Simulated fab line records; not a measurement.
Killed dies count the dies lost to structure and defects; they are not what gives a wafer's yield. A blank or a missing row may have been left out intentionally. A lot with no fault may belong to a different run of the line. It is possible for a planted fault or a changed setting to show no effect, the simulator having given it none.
Which tool is to blame? -- flow nand harc -- 12 lots with 36 wafers sampled at 5 steps, on a route of 1302 steps

== WHAT THE GAUGES READ, wafer by wafer ==
NHARC_P_ZERO_WELL_CD_MEAS_11: target cd 500 nm. Usual: cd nm reads 499.2 nm (standard deviation 1.8).
lot,measured,on,cd nm (nm),flag
L616,day 2 07:14,cd sem-02,496.2 494.7 500.2,
L617,day 2 17:15,cd sem-01,499.8 498.1 500.4,
L620,day 3 23:07,cd sem-02,497.1 500.2 500.0,
L621,day 4 09:17,cd sem-03,499.0 497.7 495.0,
L623,day 5 05:14,cd sem-01,497.7 502.7 503.8,
L626,day 6 11:07,cd sem-03,491.2 489.1 490.4,OFF
L631,day 8 13:21,cd sem-02,491.0 492.8 489.9,OFF
L632,day 8 23:14,cd sem-01,493.0 490.8 492.0,OFF
L633,day 9 09:14,cd sem-01,499.2 495.8 500.4,
L635,day 10 05:08,cd sem-03,498.0 500.8 498.9,
L636,day 10 15:14,cd sem-02,498.3 501.1 497.9,
L637,day 11 01:07,cd sem-01,501.7 499.7 499.8,

NHARC_P_ZERO_WELL_CD_MEAS_37: target cd 720 nm. Usual: cd nm reads 720.1 nm (standard deviation 1.7).
lot,measured,on,cd nm (nm),flag
L616,day 2 10:08,cd sem-03,718.0 719.4 721.5,
L617,day 2 20:13,cd sem-02,717.2 719.0 718.4,
L620,day 4 02:28,cd sem-03,722.2 720.9 722.0,
L621,day 4 12:21,cd sem-02,719.6 720.0 719.8,
L623,day 5 08:17,cd sem-02,718.2 721.8 721.0,
L626,day 6 13:52,cd sem-03,722.1 719.4 721.2,
L631,day 8 16:19,cd sem-02,719.0 720.3 720.1,
L632,day 9 02:13,cd sem-03,720.6 720.1 719.6,
L633,day 9 12:08,cd sem-01,717.9 719.1 715.8,
L635,day 10 08:02,cd sem-01,719.8 720.0 722.6,
L636,day 10 18:13,cd sem-02,718.0 718.2 716.1,
L637,day 11 04:07,cd sem-01,720.6 718.4 719.9,

NHARC_P_GATE_CD_MEAS_59: target cd 720 nm. Usual: cd nm reads 720.1 nm (standard deviation 1.6).
lot,measured,on,cd nm (nm),flag
L616,day 6 15:38,cd sem-02,721.7 720.7 719.3,
L617,day 6 14:50,cd sem-03,719.8 718.9 717.5,
L620,day 7 22:13,cd sem-01,721.1 722.3 722.6,
L621,day 8 02:21,cd sem-03,720.7 720.7 722.3,
L623,day 8 19:26,cd sem-03,719.5 717.2 718.2,
L626,day 10 00:27,cd sem-02,719.5 718.5 719.8,
L631,day 12 06:35,cd sem-02,719.3 718.8 718.7,
L632,day 12 17:38,cd sem-01,722.9 721.8 720.9,
L633,day 13 05:39,cd sem-01,723.9 723.5 719.9,
L635,day 14 00:04,cd sem-02,718.6 719.1 720.8,
L636,day 14 07:11,cd sem-01,721.0 717.9 717.2,
L637,day 14 19:59,cd sem-02,719.1 718.3 721.6,

== WHICH TOOL RAN EACH LOT (tool, then ch and the chambers of the sampled wafers, then the start) ==
lot,NHARC_P_ZERO_WELL_EXPOSE_08,NHARC_P_ZERO_WELL_ETCH_63
L616,"krf scanner-04 ch 0, day 2 07:05","rie si-02 ch 0,2, day 2 07:41"
L617,"krf scanner-03 ch 0, day 2 17:06","rie si-06 ch 0,3, day 2 17:43"
L620,"krf scanner-03 ch 0, day 3 22:58","rie si-01 ch 0,3, day 4 00:01"
L621,"krf scanner-01 ch 0, day 4 09:08","rie si-01 ch 0,2, day 4 09:46"
L623,"krf scanner-04 ch 0, day 5 05:05","rie si-01 ch 0,1,3, day 5 05:41"
L626,"krf scanner-04 ch 0, day 6 10:58","rie si-01 ch 2,3, day 6 11:32"
L631,"krf scanner-04 ch 0, day 8 13:12","rie si-02 ch 0,2,3, day 8 13:46"
L632,"krf scanner-04 ch 0, day 8 23:05","rie si-02 ch 1,3, day 8 23:40"
L633,"krf scanner-03 ch 0, day 9 09:05","rie si-06 ch 0,2,3, day 9 09:41"
L635,"krf scanner-01 ch 0, day 10 04:59","rie si-02 ch 1,2, day 10 05:33"
L636,"krf scanner-01 ch 0, day 10 15:05","rie si-06 ch 0,3, day 10 15:47"
L637,"krf scanner-01 ch 0, day 11 00:59","rie si-01 ch 0,1,2, day 11 01:34"
- NHARC_P_ZERO_WELL_EXPOSE_08: exposes mask P ZERO, target cd 500 nm.
- NHARC_P_ZERO_WELL_ETCH_63: etches the open film in HBr/Cl2, target depth 120 nm, time 40.1 s.

== WHAT THE TOOLS THEMSELVES READ (means of the sampled wafers that have a number; where no wafer has one, the mark that the record gives instead) ==
NHARC_P_ZERO_WELL_EXPOSE_08. Usual: exposure dose mJ cm2 33.80, standard deviation 0.031; focus offset nm 0.0 nm, standard deviation 0.54.
lot,tool,exposure dose mJ cm2,focus offset nm (nm),flag
L616,krf scanner-04,33.81,0.0,
L617,krf scanner-03,33.78,0.1,
L620,krf scanner-03,33.78,0.1,
L621,krf scanner-01,33.82,-0.4,
L623,krf scanner-04,33.83,-0.4,
L626,krf scanner-04,31.96,0.6,OFF
L631,krf scanner-04,32.30,-0.9,OFF
L632,krf scanner-04,32.61,0.6,OFF
L633,krf scanner-03,33.80,0.7,
L635,krf scanner-01,33.77,-0.0,
L636,krf scanner-01,33.79,0.0,
L637,krf scanner-01,33.78,-0.0,

NHARC_P_ZERO_WELL_ETCH_63. Usual: drypump motor current A 6.1 A, standard deviation 0.42; oes product au 1.003 a.u., standard deviation 0.0086; rf fwd power W 395.0 W, standard deviation 1.8; throttle valve pct 26.408 %, standard deviation 0.0085.
lot,tool,drypump motor current A (A),oes product au (a.u.),rf fwd power W (W),throttle valve pct (%),flag
L616,rie si-02,5.3,0.990,395.6,26.412,
L617,rie si-06,6.4,1.003,393.6,26.401,
L620,rie si-01,6.5,0.997,394.0,26.408,
L621,rie si-01,6.0,1.011,397.0,26.413,
L623,rie si-01,6.3,1.006,395.1,26.415,
L626,rie si-01,6.1,1.004,397.7,26.409,
L631,rie si-02,5.7,0.997,394.3,26.407,
L632,rie si-02,6.4,0.999,394.7,26.403,
L633,rie si-06,6.1,0.993,393.2,26.418,
L635,rie si-02,6.2,1.005,394.9,26.406,
L636,rie si-06,6.4,0.999,392.5,26.408,
L637,rie si-01,6.1,1.005,396.2,26.406,

== THE ANSWER, worked out from the rows above alone ==
Rule: take the mean of a lot's wafers that have a number; if it is more than 3 standard deviations from the usual mean, the lot is off. A lot without any number at a reading at which 4 lots or more have one is off too. Any other lot the step has rows for is counted as sound. Order of review: gauges by route order, followed by the tools' own readings, for which a lot's mean as printed above is used. At the first step where some lot is off, the reading lying furthest off is the one used; lots without a number count as furthest.
Off: L626, L631, L632 (NHARC_P_ZERO_WELL_CD_MEAS_11, cd nm).
A tool fits if, at a process step before that reading, it ran every lot that is off, and no sound lot after the first of them. The gauges at NHARC_P_ZERO_WELL_CD_MEAS_11 aren't tried: what is off there is off at NHARC_P_ZERO_WELL_EXPOSE_08 too, on other tools, and a gauge's error can't cause that. One candidate fits, namely krf scanner-04 at NHARC_P_ZERO_WELL_EXPOSE_08. Its last sound lot is L623 (day 5 05:05), its first lot that is off L626 (day 6 10:58): a fault that began between those two fits.
The tool's own readings at NHARC_P_ZERO_WELL_EXPOSE_08 bear it out: on the lots that are off they differ by more than 5 times the standard deviation of the sound lots' means. exposure dose mJ cm2 reads 32.29 there against 33.80 on the sound lots.

== WHAT WAS PUT IN BY THE SIMULATOR ==
Process parameters drifting: krf scanner-04 at NHARC_P_ZERO_WELL_EXPOSE_08, beginning at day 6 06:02. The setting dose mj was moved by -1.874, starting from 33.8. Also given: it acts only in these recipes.
Struck lots among those shown: L626, L631, L632. The same result came from the rule above.
